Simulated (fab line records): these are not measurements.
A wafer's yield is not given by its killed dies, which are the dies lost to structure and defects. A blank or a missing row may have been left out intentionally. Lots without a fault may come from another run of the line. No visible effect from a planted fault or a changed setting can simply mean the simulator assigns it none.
Struck lot and sound lot, side by side	flow n5Finfet	40 steps out of a route of 1938
Sound: wafers L971.2, L971.3, L971.5. Struck: wafer L954.1. (L954.4, L954.5 of the same lot were not struck and are left out.) The cause comes at the end.
Order at every step that has rows: each side's tool, ch and its chambers, its first start. Under that, the readings that differ: sound wafers	struck wafers	difference of the means	sigmas: that difference in standard deviations of wafers without a fault.
alike: a reading whose means differ by less than 2 such deviations, as well as words and numbers matching on both sides. not compared: withheld readings; readings where some wafer has no value; bounds like >300 that might hide an equal value; numbers whose values overlap and for which the record gives no deviation.
Wherever a step has rows on one side only, a row that says differs or no value, or a row with sigmas, the two part there. Non-overlapping numbers with no deviation appear without sigmas and do not part them. Lack of a reading on every wafer of one side parts them only where that side has two or more wafers.

first, 9 steps without rows for these wafers: N5_BEOL_M0_SAQP_DEVELOP_13 (develop time 30 s); N5_BEOL_M0_SAQP_DESCUM_19 (chemistry O2, time 7.9 s); N5_BEOL_M0_SAQP_ETCH_83 (etches SiARC in CF4, target depth 39 nm, time 65 s); N5_BEOL_M0_SAQP_ETCH_84 (etches SOC in N2/H2, target depth 100 nm, overetch 20 nm, time 150 s); N5_BEOL_M0_SAQP_STRIP_80 (strips in N2/H2); N5_BEOL_M0_SAQP_HM_OPEN_112 (chemistry CHF3/O2, target SiO2, stops on a-Si, target depth 12 nm, time 13.5 s); N5_BEOL_M0_SAQP_STRIP_113 (strips in CHF3/O2); N5_BEOL_M0_SAQP_MANDREL_ETCH_20 (etches a-Si in HBr/Cl2, stops on SiNx, target depth 60 nm, bt time 10 s, time 30 s); N5_BEOL_M0_SAQP_STRIP_86 (strips in N2/H2).
N5_BEOL_M0_SAQP_STRIP_115: strips in post etch residue remover, time 60 s.
  sound on wetBench-03 ch 0,4,5, day 11 03:34; struck on wetBench-02 ch 1,5,6, day 7 01:49
then, 26 steps without rows for these wafers: N5_BEOL_M0_SAQP_SRD_93 (time 30 s); N5_BEOL_M0_SAQP_RECESS_114 (chemistry HF/NH3, target SiO2, target depth 14.4 nm, afs cycles 3, sublimation time 60 s); N5_BEOL_M0_SAQP_SPACER1_ALD_98 (deposits SiO2, target thk 12.8 nm, pulse time 1 s, purge time 2 s); N5_BEOL_M0_SAQP_SPACER1_ETCHBACK_99 (etches SiO2 in CHF3/O2, target depth 15.4 nm, time 7.7 s); N5_BEOL_M0_SAQP_MANDREL1_REMOVE_100 (chemistry HBr/Cl2/O2, target a-Si, stops on SiNx, bt time 10 s); N5_BEOL_M0_SAQP_ETCH_101 (etches SiNx in CH3F/O2, target depth 29.9 nm, time 42.7 s); N5_BEOL_M0_SAQP_ETCH_102 (etches SiO2 in CF4, target depth 4 nm, time 4.4 s); N5_BEOL_M0_SAQP_MANDREL_ETCH_103 (etches a-Si in HBr/Cl2, stops on SiCN, target depth 45 nm, bt time 10 s, time 27 s); N5_BEOL_M0_SAQP_RECESS_104 (chemistry HF/NH3, target SiO2, target depth 18 nm, afs cycles 3, sublimation time 60 s); N5_BEOL_M0_SAQP_COAT_105 (time 60 s, resist thk 100 nm); N5_BEOL_M0_SAQP_ETCH_106 (etches SOC in N2/H2, stops on SiNx, target depth 150 nm); N5_BEOL_M0_SAQP_ETCH_107 (etches SiNx in CH3F/O2, target depth 30 nm); N5_BEOL_M0_SAQP_STRIP_108 (strips in N2/H2); N5_BEOL_M0_SAQP_RECESS_109 (chemistry HF/NH3, target SiO2, target depth 3 nm, afs cycles 1, sublimation time 60 s); N5_BEOL_M0_SAQP_SPACER2_ALD_26 (deposits SiO2, target thk 15 nm, pulse time 1 s, purge time 2 s); N5_BEOL_M0_SAQP_SPACER2_ETCHBACK_27 (etches SiO2 in CHF3/O2, target depth 22.5 nm, time 11.25 s); N5_BEOL_M0_SAQP_MANDREL2_REMOVE_110 (chemistry HBr/Cl2/O2, target a-Si, stops on SiCN, bt time 10 s); N5_BEOL_M0_SAQP_COAT_69 (time 60 s, resist thk 90 nm); N5_BEOL_M0_SAQP_COAT_72 (time 60 s, resist thk 15 nm); N5_BEOL_M0_SAQP_COAT_87 (time 60 s, resist thk 5 nm); N5_BEOL_M0_SAQP_COAT_34 (resist thk 30 nm); N5_BEOL_M0_SAQP_EBR_36; N5_BEOL_M0_SAQP_SOFTBAKE_35 (time 60 s); N5_BEOL_M0_SAQP_EXPOSE_37 (exposes mask M0 CUT1, target cd 30 nm); N5_BEOL_M0_SAQP_PEB_38 (peb time 60 s); N5_BEOL_M0_SAQP_DEVELOP_39 (develop time 30 s).
N5_BEOL_M0_SAQP_INSPECT_42: inspects for defects (brightfield).
  sound on defectInspect-02 at day 11 09:26; struck on defectInspect-01 at day 7 05:35
reading	sound	struck	difference	sigmas
rawDefectCount	175 223 215	662	+458	+6
N5_BEOL_M0_CUTY_INSPECT_59: inspects for defects (macro).
  sound on defectInspect-02 at day 11 11:35; struck on defectInspect-02 at day 7 07:09
reading	sound	struck	difference	sigmas
rawDefectCount	0 2 0	>300	differs	
-- a jump in the record: the struck wafers' starts before and after are 2 days apart (it breaks off in module BEOL_M0_CUTY and resumes in module BEOL_M4, where the first step shown is number 1111 of the route) --
N5_BEOL_M4_RC_MEAS_101:
  sound on prober-01 ch 0, day 13 22:19; struck on prober-02 ch 0, day 9 13:59
reading	sound	struck	difference	sigmas
ION_P (uA/um)	471 464 475	450	-20	-3
  alike: DIBL_N, DIBL_P, IOFF_N, IOFF_P, ION_N, SS_N, SS_P, VT_N, VT_P
-- a jump in the record: the struck wafers' starts before and after are 4 days apart (it breaks off in module BEOL_M4 and resumes in module PASSIVATION, where the first step shown is number 1936 of the route) --
N5_PASSIVATION_PROBE_49:
  the record has rows for the struck wafers here (prober-01, day 13 21:04) and none for the sound ones

## WHERE THEY PART
Last at N5_PASSIVATION_PROBE_49 as far as this record goes, first at N5_BEOL_M0_SAQP_INSPECT_42.

WHY: whatever the simulator had introduced
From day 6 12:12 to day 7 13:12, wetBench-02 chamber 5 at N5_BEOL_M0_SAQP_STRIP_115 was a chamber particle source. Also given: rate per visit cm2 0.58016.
